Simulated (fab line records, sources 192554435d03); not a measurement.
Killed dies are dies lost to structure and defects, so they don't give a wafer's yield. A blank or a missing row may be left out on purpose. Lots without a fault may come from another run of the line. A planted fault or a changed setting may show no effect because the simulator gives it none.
Which tool did it? | flow n5_finfet | 11 lots, 32 wafers sampled, at 5 steps of a route of 1938

WHAT THE GAUGES READ, wafer by wafer
The record holds no reading of a measuring or inspecting step that can be judged against a usual standard deviation.

WHICH TOOL RAN EACH LOT (tool, then ch and the chambers of the sampled wafers, then the start)
lot  | N5_BEOL_M7_ETCH_65                 | N5_BEOL_M7_STRIP_80                           | N5_BEOL_M7_SURFACE_TREAT_79  | N5_BEOL_M7_CVD_78                | N5_PASSIVATION_PROBE_49
L513 | rie_diel-06 ch 0,1, day 8 15:53    | rie_diel-06 ch 0,1, day 8 18:53 or earlier    | pvd_sputter-01, day 8 18:53  | cvd_co-02 ch 0,2, day 8 19:11    | -
L522 | rie_diel-05 ch 0,2,3, day 11 12:47 | rie_diel-05 ch 0,2,3, day 11 14:21 or earlier | pvd_sputter-03, day 11 14:21 | cvd_co-01 ch 0,1,2, day 11 14:25 | -
L520 | rie_diel-05 ch 1,2, day 11 20:28   | rie_diel-05 ch 1,2, day 11 21:55 or earlier   | pvd_sputter-03, day 11 21:55 | cvd_co-02 ch 0,2, day 11 22:13   | prober-01, day 15 03:38
L521 | rie_diel-05 ch 0,1,2, day 11 23:50 | rie_diel-05 ch 0,1,2, day 12 01:10 or earlier | pvd_sputter-03, day 12 01:10 | cvd_co-01 ch 0,1, day 12 01:27   | -
L524 | rie_diel-05 ch 1,2,3, day 12 17:34 | rie_diel-05 ch 1,2,3, day 12 19:11 or earlier | pvd_sputter-03, day 12 19:11 | cvd_co-02 ch 0,1,2, day 12 19:16 | prober-02, day 15 20:35
L525 | rie_diel-05 ch 1,2,3, day 12 23:51 | rie_diel-05 ch 1,2,3, day 13 01:31 or earlier | pvd_sputter-03, day 13 01:31 | cvd_co-02 ch 0,1,2, day 13 01:41 | prober-01, day 15 22:07
L526 | rie_diel-06 ch 0,2, day 13 09:04   | rie_diel-06 ch 0,2, day 13 10:45 or earlier   | pvd_sputter-02, day 13 10:45 | cvd_co-01 ch 0,2, day 13 10:53   | -
L527 | rie_diel-06 ch 1,2,3, day 13 10:55 | rie_diel-06 ch 1,2,3, day 13 14:01 or earlier | pvd_sputter-01, day 13 14:01 | cvd_co-02 ch 1,2, day 13 14:19   | prober-02, day 16 10:59
L529 | rie_diel-06 ch 0,3, day 13 18:00   | rie_diel-06 ch 0,3, day 13 19:29 or earlier   | pvd_sputter-03, day 13 19:29 | cvd_co-02 ch 0,1, day 13 19:32   | -
L531 | rie_diel-05 ch 0,2,3, day 13 21:39 | rie_diel-05 ch 0,2,3, day 13 23:15 or earlier | pvd_sputter-03, day 13 23:15 | cvd_co-02 ch 0,1,2, day 13 23:19 | -
L530 | rie_diel-03 ch 1,2,3, day 14 04:02 | rie_diel-03 ch 1,2,3, day 14 06:13 or earlier | pvd_sputter-03, day 14 06:13 | cvd_co-01 ch 0,2, day 14 06:17   | -
- N5_BEOL_M7_ETCH_65: etches SiARC in CF4, target depth 15.6 nm, time 26 s.
- N5_BEOL_M7_STRIP_80: strips in N2/H2, time 10 s.
- N5_BEOL_M7_SURFACE_TREAT_79
- N5_BEOL_M7_CVD_78: deposits Co from CCTBA/H2, target thk 2 nm, time 142.3 s.
- N5_PASSIVATION_PROBE_49

WHAT THE TOOLS THEMSELVES READ (means of the sampled wafers that have a number; where no wafer has one, the mark that the record gives instead)
N5_BEOL_M7_ETCH_65. Usual: drypump_motor_current_A 5.5 A, standard deviation 0.37; etch_rf_on_time_s 25.9 s, standard deviation 0.46; oes_product_au 0.68 a.u., standard deviation 0.072; rf_vpp_V 184.0 V, standard deviation 1; showerhead_plenum_p_Torr 2.15 Torr, standard deviation 0.057; throttle_valve_pct 15.61 %, standard deviation 0.24.
lot  | tool        | drypump_motor_current_A (A) | etch_rf_on_time_s (s) | oes_product_au (a.u.) | rf_vpp_V (V) | showerhead_plenum_p_Torr (Torr) | throttle_valve_pct (%) | flag
L513 | rie_diel-06 | 5.6                         | 26.1                  | 0.76                  | 184.4        | 2.23                            | 15.52                  |
L522 | rie_diel-05 | 5.4                         | 26.2                  | 0.64                  | 184.2        | 2.14                            | 15.77                  |
L520 | rie_diel-05 | 5.5                         | 25.5                  | 0.70                  | 183.2        | 2.13                            | 15.75                  |
L521 | rie_diel-05 | 5.2                         | 26.0                  | 0.66                  | 183.3        | 2.12                            | 15.75                  |
L524 | rie_diel-05 | 5.4                         | 25.9                  | 0.67                  | 183.9        | 2.12                            | 15.59                  |
L525 | rie_diel-05 | 5.4                         | 26.1                  | 0.67                  | 183.5        | 2.12                            | 15.60                  |
L526 | rie_diel-06 | 5.5                         | 26.1                  | 0.62                  | 183.8        | 2.12                            | 15.87                  |
L527 | rie_diel-06 | 5.6                         | 25.4                  | 0.73                  | 184.6        | 2.17                            | 15.56                  |
L529 | rie_diel-06 | 5.2                         | 25.7                  | 0.69                  | 182.9        | 2.10                            | 15.72                  |
L531 | rie_diel-05 | 5.4                         | 26.2                  | 0.62                  | 183.5        | 2.13                            | 15.81                  |
L530 | rie_diel-03 | 5.4                         | 26.3                  | 0.62                  | 185.0        | 2.16                            | 15.64                  |

N5_BEOL_M7_STRIP_80. Usual: drypump_motor_current_A 5.5 A, standard deviation 0.37; n2_flow_sccm 200.0 sccm, standard deviation 0.58; oes_product_au 0.79 a.u., standard deviation 0.085; rf_vpp_V 59.1 V, standard deviation 0.83; showerhead_plenum_p_Torr 2.54 Torr, standard deviation 0.069; throttle_valve_pct 23.61 %, standard deviation 0.25.
lot  | tool        | drypump_motor_current_A (A) | n2_flow_sccm (sccm) | oes_product_au (a.u.) | rf_vpp_V (V) | showerhead_plenum_p_Torr (Torr) | throttle_valve_pct (%) | flag
L513 | rie_diel-06 | 5.6                         | 200.2               | 0.90                  | 59.3         | 2.65                            | 23.65                  |
L522 | rie_diel-05 | 5.4                         | 199.8               | 0.74                  | 58.3         | 2.53                            | 23.72                  |
L520 | rie_diel-05 | 5.5                         | 199.3               | 0.82                  | 58.8         | 2.52                            | 23.77                  |
L521 | rie_diel-05 | 5.2                         | 200.3               | 0.77                  | 58.5         | 2.50                            | 23.72                  |
L524 | rie_diel-05 | 5.4                         | 200.2               | 0.78                  | 59.5         | 2.51                            | 23.56                  |
L525 | rie_diel-05 | 5.4                         | 200.0               | 0.79                  | 58.6         | 2.51                            | 23.56                  |
L526 | rie_diel-06 | 5.5                         | 199.4               | 0.72                  | 59.0         | 2.52                            | 23.84                  |
L527 | rie_diel-06 | 5.6                         | 199.3               | 0.85                  | 59.5         | 2.57                            | 23.58                  |
L529 | rie_diel-06 | 5.3                         | 200.4               | 0.80                  | 59.0         | 2.49                            | 23.70                  |
L531 | rie_diel-05 | 5.4                         | 200.3               | 0.73                  | 59.7         | 2.52                            | 23.75                  |
L530 | rie_diel-03 | 5.4                         | 199.6               | 0.73                  | 58.7         | 2.56                            | 23.59                  |

N5_BEOL_M7_CVD_78. Usual: run_length_s 165.4 s, standard deviation 0.37.
lot  | tool      | run_length_s (s) | flag
L513 | cvd_co-02 | 165.5            |
L522 | cvd_co-01 | 164.9            |
L520 | cvd_co-02 | 165.4            |
L521 | cvd_co-01 | 165.2            |
L524 | cvd_co-02 | 165.8            |
L525 | cvd_co-02 | 165.6            |
L526 | cvd_co-01 | 164.8            |
L527 | cvd_co-02 | 132.0            | OFF
L529 | cvd_co-02 | 64.2             | OFF
L531 | cvd_co-02 | 132.0            | OFF
L530 | cvd_co-01 | 165.1            |

N5_PASSIVATION_PROBE_49. Usual: defect_limited_yield 91.2 %, standard deviation 1.4; killed_at_M0_to_M3 34, standard deviation 10; killed_at_M4_up 13, standard deviation 5.1; killed_at_contacts 12, standard deviation 6.5; killed_at_front_end 41, standard deviation 11; killed_at_other 4, standard deviation 3.3; killed_dies 104, standard deviation 16; killed_on_rim 14, standard deviation 3.9; killed_open 69, standard deviation 13; killed_short 33, standard deviation 7; sort_bin_5_function 5.1 %, standard deviation 0.91; sort_bin_6_memory 3.3 %, standard deviation 0.69; sort_n_pass 1076, standard deviation 16; sort_yield_pct 91.2 %, standard deviation 1.4.
lot  | tool      | defect_limited_yield (%) | killed_at_M0_to_M3 | killed_at_M4_up | killed_at_contacts | killed_at_front_end | killed_at_other | killed_dies | killed_on_rim | killed_open | killed_short | sort_bin_5_function (%) | sort_bin_6_memory (%) | sort_n_pass | sort_yield_pct (%) | flag
L520 | prober-01 | 90.4                     | 45                 | 18              | 7                  | 39                  | 4               | 113         | 15            | 77          | 36           | 5.5                     | 3.7                   | 1067        | 90.4               |
L524 | prober-02 | 91.0                     | 49                 | 22              | 2                  | 32                  | 1               | 106         | 16            | 61          | 38           | 5.3                     | 2.9                   | 1074        | 91.0               |
L525 | prober-01 | 92.2                     | 26                 | 12              | 10                 | 39                  | 5               | 92          | 12            | 59          | 31           | 4.6                     | 2.9                   | 1088        | 92.2               |
L527 | prober-02 | 92.4                     | 41                 | 12              | 9                  | 26                  | 2               | 90          | 11            | 55          | 35           | 4.6                     | 2.8                   | 1090        | 92.4               |

THE ANSWER, worked out from the rows above alone
Rule: a lot is off if the mean of its wafers that have a number lies more than 3 standard deviations from the usual mean. A lot without any number at a reading at which 4 lots or more have one is off too. The other lots that the step has rows for count as sound. The gauges are gone through in route order, then the tools' own readings, and for those a lot's mean is taken as printed above. The first step at which some lot is off is used, and at that step the reading that is off furthest; a lot without a number counts as furthest.
Off: L527, L529, L531, at N5_BEOL_M7_CVD_78 (run_length_s).
A tool fits if, at that step or a process step before it, it ran every lot that is off, and no sound lot after the first of them. N5_BEOL_M7_STRIP_80 gives no start for some lots, so the hours and the order of its lots are those of N5_BEOL_M7_SURFACE_TREAT_79. One fits: cvd_co-02 at N5_BEOL_M7_CVD_78. Its last sound lot is L525 (day 13 01:41), its first lot that is off L527 (day 13 14:19): a fault that began between those two fits.
The tool's own readings at N5_BEOL_M7_CVD_78 bear it out: on the lots that are off they differ by more than 5 times the standard deviation of the sound lots' means. run_length_s reads 109.4 s there against 165.3 s on the sound lots.

WHAT THE SIMULATOR HAD PUT IN
Process parameter drift: cvd_co-02, from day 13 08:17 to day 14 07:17, at N5_BEOL_M7_CVD_78. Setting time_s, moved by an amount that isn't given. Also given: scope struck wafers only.
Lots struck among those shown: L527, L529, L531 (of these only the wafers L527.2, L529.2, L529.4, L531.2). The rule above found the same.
